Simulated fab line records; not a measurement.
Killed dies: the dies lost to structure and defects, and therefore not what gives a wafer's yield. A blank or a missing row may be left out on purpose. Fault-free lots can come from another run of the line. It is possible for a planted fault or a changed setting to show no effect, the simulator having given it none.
Matching of chambers | flow nand_harc | NHARC_A_CHANNEL_FILL_D1_ALD_25 on ald_hk-03 has 4 sister chambers
The step deposits SiOx, target thk 60 nm, pulse time 10 s, ald cycles 600. 14 wafers are shown with their chamber, then 7 later ones without.

## WAFERS WITH THEIR CHAMBER
wafer  | chamber | heater_power_w (W) | precursor_pulse_height_rel | susceptor_temp_C (C)
L954.1 | 2       | 447                | 0.988                      | 300.11
L954.3 | 1       | 459                | 0.992                      | 300.04
L954.6 | 0       | 461                | 1.006                      | 300.11
L957.2 | 1       | 446                | 0.986                      | 300.15
L957.3 | 2       | 457                | 1.032                      | 299.97
L957.5 | 3       | 390                | 0.967                      | 300.14
L958.4 | 1       | 451                | 0.993                      | 300.15
L958.5 | 0       | 455                | 0.986                      | 300.12
L958.6 | 1       | 453                | 0.960                      | 300.29
L959.1 | 3       | 389                | 0.994                      | 299.68
L959.2 | 1       | 461                | 0.989                      | 300.00
L959.3 | 0       | 459                | 0.984                      | 299.80
L969.4 | 1       | 466                | 0.961                      | 300.03
L969.1 | 3       | 397                | 1.009                      | 300.05

SIGNATURES (averages over the wafers above)
reading                    | chamber 0 | chamber 1 | chamber 2 | chamber 3 | scatter within a chamber
heater_power_w             | 458.33    | 456.00    | 452.00    | 392.00    | 6.12
precursor_pulse_height_rel | 0.99200   | 0.98017   | 1.01000   | 0.99000   | 0.0183
susceptor_temp_C           | 300.0100  | 300.1100  | 300.0400  | 299.9567  | 0.159
Rule: for a wafer and a chamber, the distance is found by dividing, reading by reading, the gap between the wafer's reading and the chamber's mean by the reading's scatter, squaring, summing and taking the root. If the next closest chamber is less than 2 further off than the closest, the wafer can't be placed; otherwise it belongs to the closest. How the scatter is found: for the shown wafers, subtract from each reading the mean of its chamber, square and add these, divide the total by (wafers less chambers), then take the root.

## WAFERS MISSING THEIR CHAMBER
wafer  | heater_power_w (W) | precursor_pulse_height_rel | susceptor_temp_C (C)
L969.6 | 463                | 1.036                      | 299.93
L973.2 | 470                | 0.990                      | 300.19
L973.4 | 436                | 1.005                      | 299.87
L973.5 | 442                | 1.000                      | 300.15
L975.2 | 466                | 0.983                      | 300.35
L975.3 | 473                | 1.001                      | 299.60
L975.6 | 397                | 1.008                      | 300.10

## WHICH CHAMBER EACH ONE RAN IN
wafer  | from the rows above          | in truth
L969.6 | can't be placed: 2 or 0 or 1 | 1
L973.2 | can't be placed: 0 or 1 or 2 | 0
L973.4 | can't be placed: 2 or 0 or 1 | 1
L973.5 | can't be placed: 2 or 1 or 0 | 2
L975.2 | can't be placed: 1 or 0 or 2 | 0
L975.3 | can't be placed: 0 or 1 or 2 | 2
L975.6 | 3                            | 3
1 of 7 placed correctly. Cannot be placed on the basis of these rows: 6; the candidates contain the true chamber in 6. 0 placed wrongly.
